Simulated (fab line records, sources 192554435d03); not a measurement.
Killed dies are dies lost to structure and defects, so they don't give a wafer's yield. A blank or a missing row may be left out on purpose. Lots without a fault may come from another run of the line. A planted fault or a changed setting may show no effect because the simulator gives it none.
A struck lot beside a sound one | flow n5_finfet | 20 steps out of a route of 1938
Sound: wafers L965.2, L965.4, L965.5. Struck: wafers L977.1, L977.2, L977.3. The cause comes at the end.
At each step with rows: each side's tool, then ch and its chambers, then its first start. Under that, the readings that differ: sound wafers | struck wafers | difference of the means | sigmas: that difference in standard deviations of wafers without a fault.
alike: readings whose means differ by less than 2 such deviations, and words and numbers that are the same on both sides. not compared: withheld readings, readings that some wafer has no value for, bounds like >300 that may hide the same value, and numbers for which the record gives no deviation and whose values overlap.
The two part at a step that has a row with sigmas, a row that says differs or no value, or rows on one side only. Numbers that don't overlap but have no deviation are shown without sigmas and don't part them. A reading that every wafer of one side lacks parts them only if that side has two wafers or more.

first, 9 steps without rows for these wafers: N5_GATE_CUT_STRIP_29 (strips in post etch residue remover, time 60 s); N5_GATE_CUT_SRD_52 (time 30 s); N5_GATE_CUT_ALD_22 (deposits SiNx, target thk 16 nm, pulse time 1 s, ald cycles 320); N5_GATE_CUT_CMP_23 (polishes, stops on SiO2, t overpolish 23.4 s, target thk 16 nm); N5_GATE_CUT_CMP_43 (polishes SiO2); N5_GATE_CUT_CMP_61 (polishes, stops on SiNx, t overpolish 3 s); N5_MOL_CONTACT_COAG_COAT_103 (time 60 s, resist thk 80 nm); N5_MOL_CONTACT_COAG_COAT_104 (time 60 s, resist thk 12 nm); N5_MOL_CONTACT_COAG_COAT_58 (time 60 s, resist thk 10 nm).
N5_MOL_CONTACT_COAG_COAT_02: resist thk 30 nm.
  sound on litho_track-02 ch 0, day 5 08:55; struck on litho_track-02 ch 0, day 8 09:15
  reading                                               | sound                | struck               | difference | sigmas
  spin_speed_rpm (rpm)                                  | 1499.8 1499.6 1499.7 | 1440.9 1440.0 1440.0 | -59.4      | -62
  model.CAR-EUV_of_MOL_CONTACT_COAG_COAT_02.thk_nm (nm) | 30 30 30             | 30.6 30.6 30.6       | +0.6       |
  alike: dispense_pressure_kPa
then, 7 steps without rows for these wafers: N5_MOL_CONTACT_COAG_EBR_04; N5_MOL_CONTACT_COAG_SOFTBAKE_03 (time 60 s); N5_MOL_CONTACT_COAG_EXPOSE_05 (exposes mask CA, defocus 0 nm); N5_MOL_CONTACT_COAG_PEB_06 (peb time 60 s); N5_MOL_CONTACT_COAG_DEVELOP_07 (develop time 30 s); N5_MOL_CONTACT_COAG_DESCUM_13 (chemistry O2, time 7 s); N5_MOL_CONTACT_COAG_ETCH_59 (etches underlayer in N2/H2, target depth 13 nm, time 10.4 s).
N5_MOL_CONTACT_COAG_ETCH_105: etches SiARC in CF4, target depth 15.6 nm, time 26 s.
  sound on rie_diel-04 ch 0,1, day 5 09:52; struck on rie_diel-04 ch 0,1,3, day 8 10:08
  reading                                               | sound       | struck      | difference | sigmas
  model.CAR-EUV_of_MOL_CONTACT_COAG_COAT_02.thk_nm (nm) | 5.4 5.6 5.6 | 5.8 6.2 6.2 | +0.5       |
  alike: cf4_flow_sccm, drypump_motor_current_A, etch_rf_on_time_s, oes_product_au, rf_vpp_V, showerhead_plenum_p_Torr, throttle_valve_pct
  not compared: rf_hours_counter_h
then, 1 step without rows for these wafers: N5_MOL_CONTACT_COAG_ETCH_106 (etches SOC in N2/H2, target depth 80 nm, overetch 16 nm, time 120 s).
-- the record jumps here: 3 days lie between the struck wafers' starts before and after (it left off in module MOL_CONTACT_COAG and takes up again in module BEOL_M4, whose first step shown is number 1111 of the route) --
N5_BEOL_M4_RC_MEAS_101:
  sound on prober-01 ch 0, day 9 05:19; struck on prober-01 ch 0, day 11 13:16
  alike: DIBL_N, DIBL_P, IOFF_N, IOFF_P, ION_N, ION_P, SS_N, SS_P, VT_N, VT_P

WHERE THEY PART
Only at N5_MOL_CONTACT_COAG_COAT_02, within this record. Later steps at which nothing parts them and some readings are alike: N5_MOL_CONTACT_COAG_ETCH_105, N5_BEOL_M4_RC_MEAS_101.

WHY: what the simulator had put in
Process parameter drift: litho_track-02, from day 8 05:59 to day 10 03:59, at N5_MOL_CONTACT_COAG_COAT_02. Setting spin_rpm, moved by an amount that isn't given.
